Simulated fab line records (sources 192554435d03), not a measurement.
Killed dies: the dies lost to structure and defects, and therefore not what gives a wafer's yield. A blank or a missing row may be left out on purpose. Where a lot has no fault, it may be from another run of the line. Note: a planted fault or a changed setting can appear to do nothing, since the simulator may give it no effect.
Split-lot experiment :: flow n5 finfet :: 7 lots, 39 wafers read, on a route of 1938 steps

## THE SPLIT ITSELF
At N5_BEOL_M5_TRENCH_ETCH_37 (etches SiCOH lowk in C4F6/O2, target depth 71.652 nm, time 24.7 s), the setting target depth a was moved away from the recipe's 716.52 angstrom on 12 of the 39 wafers read, by -54.6% to +53.0%. The other wafers ran this setting at the recipe's value.

## FROM THE SPLIT TO THE READING: what the file shows between them, 8 steps
- N5_BEOL_M5_ETCH_41: etches SiCN in CH3F/O2, target depth 31.5 nm, time 56.7 s
- N5_BEOL_M5_STRIP_91: strips in N2/H2, time 10 s
- N5_BEOL_M5_OCD_MEAS_38
- N5_BEOL_M5_HM_STRIP_39: strips TiN in peroxide tin strip, target depth 25 nm, time 158 s
- N5_BEOL_M5_SRD_40: time 30 s
- N5_BEOL_M5_ECD_50: material Cu, target thk 300 nm
- N5_BEOL_M5_ANNEAL_51: time 90 s
- N5_BEOL_M5_CMP_52: polishes, stops on SiCOH lowk, t overpolish 6.9 s, target thk 62 nm

## THE READING
M5_THK, in nm, at N5_BEOL_M5_THK_MEAS_53 (measures by xrf). A value of 60.4 nm with a standard deviation of 1.7 nm is what fault-free wafers of this fab line usually give.

wafer: L075.1
tool, chamber at the split: rie diel-01, 1
target depth a as run, angstrom: 716.52
against the recipe: recipe
M5_THK, nm: 61.7
against lot-mates on the recipe: -

wafer: L075.2
tool, chamber at the split: rie diel-01, 0
target depth a as run, angstrom: 1044
against the recipe: +45.7%
M5_THK, nm: 93.3
against lot-mates on the recipe: +32.4

wafer: L075.3
tool, chamber at the split: rie diel-01, 2
target depth a as run, angstrom: 1044
against the recipe: +45.7%
M5_THK, nm: 93.6
against lot-mates on the recipe: +32.7

wafer: L075.4
tool, chamber at the split: rie diel-01, 0
target depth a as run, angstrom: 716.52
against the recipe: recipe
M5_THK, nm: 59.8
against lot-mates on the recipe: -

wafer: L075.5
tool, chamber at the split: rie diel-01, 1
target depth a as run, angstrom: 716.52
against the recipe: recipe
M5_THK, nm: 61.2
against lot-mates on the recipe: -

wafer: L075.6
tool, chamber at the split: rie diel-01, 2
target depth a as run, angstrom: 1044
against the recipe: +45.7%
M5_THK, nm: 92.8
against lot-mates on the recipe: +31.9

wafer: L077.1
tool, chamber at the split: rie diel-06, 1
target depth a as run, angstrom: 716.52
against the recipe: recipe
M5_THK, nm: 61.3
against lot-mates on the recipe: -

wafer: L077.2
tool, chamber at the split: rie diel-06, 0
target depth a as run, angstrom: 716.52
against the recipe: recipe
M5_THK, nm: 63.3
against lot-mates on the recipe: -

wafer: L077.3
tool, chamber at the split: rie diel-06, 2
target depth a as run, angstrom: 716.52
against the recipe: recipe
M5_THK, nm: 61.8
against lot-mates on the recipe: -

wafer: L076.1
tool, chamber at the split: rie diel-01, 3
target depth a as run, angstrom: 716.52
against the recipe: recipe
M5_THK, nm: 61.6
against lot-mates on the recipe: -

wafer: L076.2
tool, chamber at the split: rie diel-01, 0
target depth a as run, angstrom: 716.52
against the recipe: recipe
M5_THK, nm: 57.4
against lot-mates on the recipe: -

wafer: L076.3
tool, chamber at the split: rie diel-01, 2
target depth a as run, angstrom: 1096
against the recipe: +53.0%
M5_THK, nm: 99.5
against lot-mates on the recipe: +40.3

wafer: L076.4
tool, chamber at the split: rie diel-01, 3
target depth a as run, angstrom: 1096
against the recipe: +53.0%
M5_THK, nm: 98.0
against lot-mates on the recipe: +38.8

wafer: L076.5
tool, chamber at the split: rie diel-01, 0
target depth a as run, angstrom: 716.52
against the recipe: recipe
M5_THK, nm: 58.6
against lot-mates on the recipe: -

wafer: L076.6
tool, chamber at the split: rie diel-01, 2
target depth a as run, angstrom: 1096
against the recipe: +53.0%
M5_THK, nm: 96.5
against lot-mates on the recipe: +37.3

wafer: L079.1
tool, chamber at the split: rie diel-01, 1
target depth a as run, angstrom: 1096
against the recipe: +53.0%
M5_THK, nm: 100.6
against lot-mates on the recipe: +39.9

wafer: L079.2
tool, chamber at the split: rie diel-01, 2
target depth a as run, angstrom: 716.52
against the recipe: recipe
M5_THK, nm: 61.7
against lot-mates on the recipe: -

wafer: L079.3
tool, chamber at the split: rie diel-01, 3
target depth a as run, angstrom: 1096
against the recipe: +53.0%
M5_THK, nm: 100.0
against lot-mates on the recipe: +39.3

wafer: L079.4
tool, chamber at the split: rie diel-01, 0
target depth a as run, angstrom: 716.52
against the recipe: recipe
M5_THK, nm: 57.9
against lot-mates on the recipe: -

wafer: L079.5
tool, chamber at the split: rie diel-01, 2
target depth a as run, angstrom: 1096
against the recipe: +53.0%
M5_THK, nm: 98.7
against lot-mates on the recipe: +38.0

wafer: L079.6
tool, chamber at the split: rie diel-01, 3
target depth a as run, angstrom: 716.52
against the recipe: recipe
M5_THK, nm: 62.5
against lot-mates on the recipe: -

wafer: L085.1
tool, chamber at the split: rie diel-05, 1
target depth a as run, angstrom: 716.52
against the recipe: recipe
M5_THK, nm: 60.1
against lot-mates on the recipe: -

wafer: L085.2
tool, chamber at the split: rie diel-05, 2
target depth a as run, angstrom: 716.52
against the recipe: recipe
M5_THK, nm: 61.7
against lot-mates on the recipe: -

wafer: L085.3
tool, chamber at the split: rie diel-05, 0
target depth a as run, angstrom: 716.52
against the recipe: recipe
M5_THK, nm: 58.6
against lot-mates on the recipe: -

wafer: L085.4
tool, chamber at the split: rie diel-05, 3
target depth a as run, angstrom: 716.52
against the recipe: recipe
M5_THK, nm: 63.2
against lot-mates on the recipe: -

wafer: L085.5
tool, chamber at the split: rie diel-05, 0
target depth a as run, angstrom: 716.52
against the recipe: recipe
M5_THK, nm: 61.4
against lot-mates on the recipe: -

wafer: L085.6
tool, chamber at the split: rie diel-05, 3
target depth a as run, angstrom: 716.52
against the recipe: recipe
M5_THK, nm: 64.0
against lot-mates on the recipe: -

wafer: L091.1
tool, chamber at the split: rie diel-05, 3
target depth a as run, angstrom: 716.52
against the recipe: recipe
M5_THK, nm: 63.4
against lot-mates on the recipe: -

wafer: L091.2
tool, chamber at the split: rie diel-05, 1
target depth a as run, angstrom: 716.52
against the recipe: recipe
M5_THK, nm: 60.1
against lot-mates on the recipe: -

wafer: L091.3
tool, chamber at the split: rie diel-05, 0
target depth a as run, angstrom: 716.52
against the recipe: recipe
M5_THK, nm: 60.3
against lot-mates on the recipe: -

wafer: L091.4
tool, chamber at the split: rie diel-05, 2
target depth a as run, angstrom: 716.52
against the recipe: recipe
M5_THK, nm: 59.7
against lot-mates on the recipe: -

wafer: L091.5
tool, chamber at the split: rie diel-05, 2
target depth a as run, angstrom: 716.52
against the recipe: recipe
M5_THK, nm: 61.4
against lot-mates on the recipe: -

wafer: L091.6
tool, chamber at the split: rie diel-05, 3
target depth a as run, angstrom: 716.52
against the recipe: recipe
M5_THK, nm: 64.4
against lot-mates on the recipe: -

wafer: L093.1
tool, chamber at the split: rie diel-01, 0
target depth a as run, angstrom: 325.6
against the recipe: -54.6%
M5_THK, nm: 25.7
against lot-mates on the recipe: -36.3

wafer: L093.2
tool, chamber at the split: rie diel-01, 1
target depth a as run, angstrom: 716.52
against the recipe: recipe
M5_THK, nm: 61.8
against lot-mates on the recipe: -

wafer: L093.3
tool, chamber at the split: rie diel-01, 3
target depth a as run, angstrom: 716.52
against the recipe: recipe
M5_THK, nm: 60.4
against lot-mates on the recipe: -

wafer: L093.4
tool, chamber at the split: rie diel-01, 1
target depth a as run, angstrom: 325.6
against the recipe: -54.6%
M5_THK, nm: 24.0
against lot-mates on the recipe: -38.0

wafer: L093.5
tool, chamber at the split: rie diel-01, 3
target depth a as run, angstrom: 716.52
against the recipe: recipe
M5_THK, nm: 63.7
against lot-mates on the recipe: -

wafer: L093.6
tool, chamber at the split: rie diel-01, 0
target depth a as run, angstrom: 325.6
against the recipe: -54.6%
M5_THK, nm: 22.9
against lot-mates on the recipe: -39.1

FIT RESULTS
A straight line over all 39 wafers: M5_THK changes by +0.698 nm for each +1% of target depth a; r = +1.00; the points scatter about the line by 1.7 nm.
The same after taking each lot's own level away (the mean of its wafers on the recipe; 39 wafers): +0.716 nm for each +1%; r = +1.00; scatter 1.6 nm.
On that fit, the largest move of target depth a shifts the reading by 39 nm.
The lots' own levels span 59.20 to 62.13 nm, that is 1.7 times the standard deviation above.
So the lot-to-lot level changes the slope little: the two slopes agree.
Check: for one of the wafers moved furthest among these (-54.6%), held out of the fit, the line's prediction against its lot-mates is -39.3 nm. Against them it came out at -36.3 nm.

## THE WHOLE CHAIN: every reading that the file lists as answering this split, in the file's order
step: N5_BEOL_M5_TRENCH_ETCH_37
what it does: etches SiCOH lowk in C4F6/O2, target depth 71.652 nm, time 24.7 s
reading: BEOL_M5.feature depth nm (the simulator's own value, which no gauge read)
change (the file's fit): +0.715 nm for each +1% of the setting
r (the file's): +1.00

step: N5_BEOL_M5_TRENCH_ETCH_37
what it does: etches SiCOH lowk in C4F6/O2, target depth 71.652 nm, time 24.7 s
reading: etch.depth nm (the simulator's own value, which no gauge read)
change (the file's fit): +0.715 nm for each +1% of the setting
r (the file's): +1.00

step: N5_BEOL_M5_TRENCH_ETCH_37
what it does: etches SiCOH lowk in C4F6/O2, target depth 71.652 nm, time 24.7 s
reading: TiN_of_BEOL_M5_HM_DEP_02.thk nm (the simulator's own value, which no gauge read)
change (the file's fit): -0.0208 nm for each +1% of the setting
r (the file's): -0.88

step: N5_BEOL_M5_OCD_MEAS_38
what it does: 
reading: trench depth nm
change (the file's fit): +0.716 nm for each +1% of the setting
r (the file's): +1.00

step: N5_BEOL_M5_CMP_52
what it does: polishes, stops on SiCOH lowk, t overpolish 6.9 s, target thk 62 nm
reading: Cu_of_BEOL_M5_ECD_50.thk nm (the simulator's own value, which no gauge read)
change (the file's fit): +0.722 nm for each +1% of the setting
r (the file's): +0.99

step: N5_BEOL_M5_THK_MEAS_53
what it does: measures by xrf
reading: M5_THK
change (the file's fit): +0.718 for each +1% of the setting
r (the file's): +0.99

step: N5_BEOL_M5_RS_MEAS_57
what it does: measures by four-point-probe
reading: M5_RS
change (the file's fit): not straight: 1.283 at the lowest setting, 0.387 at the recipe, 0.222 at the highest
r (the file's): not given

## THE FILE'S OWN FIT
M5_THK changes by +0.718 nm for each +1% of target depth a, r = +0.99.
